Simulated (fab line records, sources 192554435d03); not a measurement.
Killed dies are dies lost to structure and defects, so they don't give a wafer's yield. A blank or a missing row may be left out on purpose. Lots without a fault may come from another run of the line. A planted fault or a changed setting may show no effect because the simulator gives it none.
A struck lot beside a sound one | flow n5_finfet | 34 steps out of a route of 1938
Sound: wafers L631.1, L631.2, L631.6. Struck: wafer L647.5. (L647.3 of the same lot was not struck and is left out.) The cause comes at the end.
At each step with rows: each side's tool, then ch and its chambers, then its first start. Under that, the readings that differ: sound wafers | struck wafers | difference of the means | sigmas: that difference in standard deviations of wafers without a fault.
alike: readings whose means differ by less than 2 such deviations, and words and numbers that are the same on both sides. not compared: withheld readings, readings that some wafer has no value for, bounds like >300 that may hide the same value, and numbers for which the record gives no deviation and whose values overlap.
The two part at a step that has a row with sigmas, a row that says differs or no value, or rows on one side only. Numbers that don't overlap but have no deviation are shown without sigmas and don't part them. A reading that every wafer of one side lacks parts them only if that side has two wafers or more.

first, 8 steps without rows for these wafers: N5_BEOL_M8_ECD_50 (material Cu, target thk 300 nm); N5_BEOL_M8_ANNEAL_51 (time 90 s); N5_BEOL_M8_CMP_52 (polishes, stops on SiCOH lowk, t overpolish 6.9 s, target thk 80 nm); N5_BEOL_M8_PRE_CLEAN_55 (time 15 s); N5_BEOL_M8_DEP_56 (deposits SiCN from 3MS/NH3, target thk 10 nm, time 17.5 s); N5_BEOL_M9_ILD_DEP_00 (deposits SiCOH lowk from DEMS/porogen, target thk 308.51 nm, time 58 s); N5_BEOL_M9_CURE_71 (cures SiCOH lowk, time 240 s); N5_BEOL_M9_PECVD_70 (deposits SiO2 from TEOS/O2, target thk 20 nm, time 22.7 s).
N5_BEOL_M9_HM_DEP_02: deposits TiN, target thk 20 nm.
  sound on pvd_sputter-02, day 11 05:55; struck on pvd_sputter-02, day 16 01:08
  reading                                    | sound      | struck | difference | sigmas
  model.TiN_of_BEOL_M9_HM_DEP_02.thk_nm (nm) | 20 20 20.2 | 15.6   | -4.5       |
  alike: throttle_valve_pct
then, 13 steps without rows for these wafers: N5_BEOL_M9_COAT_59 (time 60 s, resist thk 100 nm); N5_BEOL_M9_COAT_60 (time 60 s, resist thk 30 nm); N5_BEOL_M9_COAT_05 (resist thk 90 nm); N5_BEOL_M9_EBR_07; N5_BEOL_M9_SOFTBAKE_06 (time 60 s); N5_BEOL_M9_EXPOSE_08 (exposes mask M9); N5_BEOL_M9_PEB_09 (peb time 60 s); N5_BEOL_M9_DEVELOP_10 (develop time 30 s); N5_BEOL_M9_DESCUM_16 (chemistry O2, time 7.9 s); N5_BEOL_M9_ETCH_61 (etches SiARC in CF4, target depth 39 nm, time 65 s); N5_BEOL_M9_ETCH_62 (etches SOC in N2/H2, target depth 110 nm, overetch 22 nm, time 165 s); N5_BEOL_M9_STRIP_68 (strips in N2/H2); N5_BEOL_M9_STRIP_67 (strips in CF4).
N5_BEOL_M9_HM_OPEN_17: chemistry Cl2/BCl3, target TiN, target depth 20 nm, overetch 6 nm.
  sound on rie_metal-02 ch 0,1, day 11 06:47; struck on rie_metal-01 ch 0, day 16 02:08
  reading                     | sound             | struck | difference | sigmas
  drypump_motor_current_A (A) | 5.80 5.45 5.48    | 6.18   | +0.60      | +2
  oes_product_au (a.u.)       | 0.71 0.73 0.75    | 0.49   | -0.24      | -3
  model.etch.depth_nm (nm)    | 20.03 19.95 20.17 | 15.63  | -4.42      |
  alike: rf_fwd_power_W, throttle_valve_pct
  not compared: rf_hours_counter_h
then, 10 steps without rows for these wafers: N5_BEOL_M9_STRIP_19 (strips in O2); N5_BEOL_M9_COAT_63 (time 60 s, resist thk 60 nm); N5_BEOL_M9_COAT_64 (time 60 s, resist thk 12 nm); N5_BEOL_M9_COAT_75 (time 60 s, resist thk 5 nm); N5_BEOL_M9_COAT_22 (resist thk 30 nm); N5_BEOL_M9_EBR_24; N5_BEOL_M9_SOFTBAKE_23 (time 60 s); N5_BEOL_M9_EXPOSE_25 (exposes mask V8); N5_BEOL_M9_PEB_26 (peb time 60 s); N5_BEOL_M9_DEVELOP_27 (develop time 30 s).
N5_BEOL_M9_TRENCH_ETCH_37: etches SiCOH lowk in C4F6/O2, target depth 151.43 nm, time 49 s.
  sound on rie_diel-04 ch 1,2; struck on rie_diel-04 ch 3
  reading                                    | sound          | struck | difference | sigmas
  showerhead_plenum_p_Torr (Torr)            | 2.88 2.93 2.88 | 2.69   | -0.21      | -2
  model.TiN_of_BEOL_M9_HM_DEP_02.thk_nm (nm) | 16 15.8 16     | 11.6   | -4.3       |
  alike: drypump_motor_current_A, oes_product_au, rf_fwd_power_W, rf_vpp_V, throttle_valve_pct
  not compared: rf_hours_counter_h

WHERE THEY PART
First at N5_BEOL_M9_HM_OPEN_17; last, within this record, at N5_BEOL_M9_TRENCH_ETCH_37.

WHY: what the simulator had put in
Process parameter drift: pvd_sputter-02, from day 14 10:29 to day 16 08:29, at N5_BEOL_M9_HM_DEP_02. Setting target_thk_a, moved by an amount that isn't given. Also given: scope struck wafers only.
